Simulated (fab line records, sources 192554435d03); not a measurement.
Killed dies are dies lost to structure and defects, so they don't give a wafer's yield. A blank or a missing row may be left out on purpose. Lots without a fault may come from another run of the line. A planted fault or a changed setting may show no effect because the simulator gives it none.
A struck lot beside a sound one | flow n5_finfet | 39 steps out of a route of 1938
Sound: wafers L510.4, L510.5, L510.6. Struck: wafers L514.1, L514.2, L514.4. The cause comes at the end.
At each step with rows: each side's tool, then ch and its chambers, then its first start. Under that, the readings that differ: sound wafers | struck wafers | difference of the means | sigmas: that difference in standard deviations of wafers without a fault.
alike: readings whose means differ by less than 2 such deviations, and words and numbers that are the same on both sides. not compared: withheld readings, readings that some wafer has no value for, bounds like >300 that may hide the same value, and numbers for which the record gives no deviation and whose values overlap.
The two part at a step that has a row with sigmas, a row that says differs or no value, or rows on one side only. Numbers that don't overlap but have no deviation are shown without sigmas and don't part them. A reading that every wafer of one side lacks parts them only if that side has two wafers or more.

first, 9 steps without rows for these wafers: N5_MOL_CONTACT_COAG_SRD_128 (dry time 32 s); N5_MOL_CONTACT_COAG_CMP_52 (polishes, stops on SiO2, t overpolish 1.5 s, target thk 66.5 nm); N5_MOL_CONTACT_COAG_ANNEAL_112 (time 1800 s); N5_BEOL_M0_SAQP_PECVD_00 (deposits SiCN from 3MS/NH3, target thk 8 nm, time 14 s); N5_BEOL_M0_SAQP_ILD_DEP_01 (deposits SiOC from DEMS/O2, target thk 45.419 nm, time 8.7 s); N5_BEOL_M0_SAQP_HM_DEP_02 (deposits TiN, target thk 12 nm); N5_BEOL_M0_SAQP_PECVD_03 (deposits SiCN from 3MS/NH3, target thk 12 nm, time 21.1 s); N5_BEOL_M0_SAQP_PECVD_96 (deposits a-Si from SiH4/He, target thk 45 nm, time 45.2 s); N5_BEOL_M0_SAQP_PECVD_97 (deposits SiNx from SiH4/NH3/N2, target thk 23 nm, time 19.9 s).
N5_BEOL_M0_SAQP_PECVD_04: deposits a-Si from SiH4/He, target thk 60 nm, time 60.2 s.
  sound on pecvd-02 ch 0,1,2, day 9 09:04; struck on pecvd-03 ch 1, day 10 07:14
  alike: heater_power_w, showerhead_plenum_p_Torr, throttle_valve_pct
  not compared: since_wet_clean_h
then, 9 steps without rows for these wafers: N5_BEOL_M0_SAQP_HM_DEP_111 (deposits SiO2 from SiH4/N2O, target thk 12 nm, time 7.2 s); N5_BEOL_M0_SAQP_COAT_81 (time 60 s, resist thk 100 nm); N5_BEOL_M0_SAQP_COAT_82 (time 60 s, resist thk 30 nm); N5_BEOL_M0_SAQP_COAT_08 (resist thk 90 nm); N5_BEOL_M0_SAQP_EBR_10; N5_BEOL_M0_SAQP_SOFTBAKE_09 (time 60 s); N5_BEOL_M0_SAQP_EXPOSE_11 (exposes mask M0 CORE, target cd 42 nm); N5_BEOL_M0_SAQP_PEB_12 (peb time 60 s); N5_BEOL_M0_SAQP_DEVELOP_13 (develop time 30 s).
N5_BEOL_M0_SAQP_INSPECT_16: inspects for defects (brightfield).
  sound on defect_inspect-02, day 9 09:33; struck on defect_inspect-02, day 10 08:00
  reading          | sound       | struck         | difference | sigmas
  raw_defect_count | 491 533 560 | 1391 1189 1439 | +812       | +7
then, 15 steps without rows for these wafers: N5_BEOL_M0_SAQP_DESCUM_19 (chemistry O2, time 7.9 s); N5_BEOL_M0_SAQP_ETCH_83 (etches SiARC in CF4, target depth 39 nm, time 65 s); N5_BEOL_M0_SAQP_ETCH_84 (etches SOC in N2/H2, target depth 100 nm, overetch 20 nm, time 150 s); N5_BEOL_M0_SAQP_STRIP_80 (strips in N2/H2); N5_BEOL_M0_SAQP_HM_OPEN_112 (chemistry CHF3/O2, target SiO2, stops on a-Si, target depth 12 nm, time 13.5 s); N5_BEOL_M0_SAQP_STRIP_113 (strips in CHF3/O2); N5_BEOL_M0_SAQP_MANDREL_ETCH_20 (etches a-Si in HBr/Cl2, stops on SiNx, target depth 60 nm, bt time 10 s, time 30 s); N5_BEOL_M0_SAQP_STRIP_86 (strips in N2/H2); N5_BEOL_M0_SAQP_STRIP_115 (strips in post etch residue remover, time 60 s); N5_BEOL_M0_SAQP_SRD_93 (time 30 s); N5_BEOL_M0_SAQP_RECESS_114 (chemistry HF/NH3, target SiO2, target depth 14.4 nm, afs cycles 3, sublimation time 60 s); N5_BEOL_M0_SAQP_SPACER1_ALD_98 (deposits SiO2, target thk 12.8 nm, pulse time 1 s, purge time 2 s); N5_BEOL_M0_SAQP_SPACER1_ETCHBACK_99 (etches SiO2 in CHF3/O2, target depth 15.4 nm, time 7.7 s); N5_BEOL_M0_SAQP_MANDREL1_REMOVE_100 (chemistry HBr/Cl2/O2, target a-Si, stops on SiNx, bt time 10 s); N5_BEOL_M0_SAQP_ETCH_101 (etches SiNx in CH3F/O2, target depth 29.9 nm, time 42.7 s).
N5_BEOL_M0_SAQP_INSPECT_42: inspects for defects (brightfield).
  sound on defect_inspect-02, day 9 13:53; struck on defect_inspect-02, day 10 12:31
  reading          | sound       | struck         | difference | sigmas
  raw_defect_count | 316 371 322 | 1241 1055 1133 | +807       | +11
N5_BEOL_M0_CUTY_INSPECT_59: inspects for defects (macro).
  sound on defect_inspect-02, day 9 15:14; struck on defect_inspect-02, day 10 14:01
  reading          | sound | struck         | difference | sigmas
  raw_defect_count | 3 1 0 | >300 >300 >300 | differs    |
-- the record jumps here: 2 days lie between the struck wafers' starts before and after (it left off in module BEOL_M0_CUTY and takes up again in module BEOL_M4, whose first step shown is number 1111 of the route) --
N5_BEOL_M4_RC_MEAS_101:
  sound on prober-01 ch 0, day 12 05:05; struck on prober-01 ch 0, day 13 01:18
  reading       | sound          | struck         | difference | sigmas
  SS_P (mV/dec) | 72.3 72.3 73.2 | 74.6 74.8 73.5 | +1.7       | +3
  alike: DIBL_N, DIBL_P, IOFF_N, IOFF_P, ION_N, ION_P, SS_N, VT_N, VT_P
-- the record jumps here: 4 days lie between the struck wafers' starts before and after (it left off in module BEOL_M4 and takes up again in module PASSIVATION, whose first step shown is number 1936 of the route) --
N5_PASSIVATION_PROBE_49:
  sound on prober-02, day 16 23:10; struck on prober-01, day 17 11:00
  reading                  | sound          | struck         | difference | sigmas
  defect_limited_yield (%) | 91.3 90.8 94.0 | 87.3 87.1 85.8 | -5.3       | -4
  killed_at_M0_to_M3       | 41 39 28       | 71 77 81       | +40        | +3
  killed_dies              | 103 108 71     | 150 152 168    | +63        | +4
  killed_on_rim            | 9 10 8         | 30 30 32       | +22        | +5
  sort_bin_5_function (%)  | 5.1 4.7 3.4    | 7.5 6.5 8.2    | +3.0       | +3
  sort_bin_8_speed (%)     | 0 0.17 0       | 0 0 0          | +0         | -4
  sort_n_pass              | 1077 1072 1109 | 1030 1028 1012 | -63        | -4
  alike: killed_at_M4_up, killed_at_contacts, killed_at_front_end, killed_at_other, killed_open, killed_short, sort_bin_6_memory

WHERE THEY PART
First at N5_BEOL_M0_SAQP_INSPECT_16; last, within this record, at N5_PASSIVATION_PROBE_49.

WHY: what the simulator had put in
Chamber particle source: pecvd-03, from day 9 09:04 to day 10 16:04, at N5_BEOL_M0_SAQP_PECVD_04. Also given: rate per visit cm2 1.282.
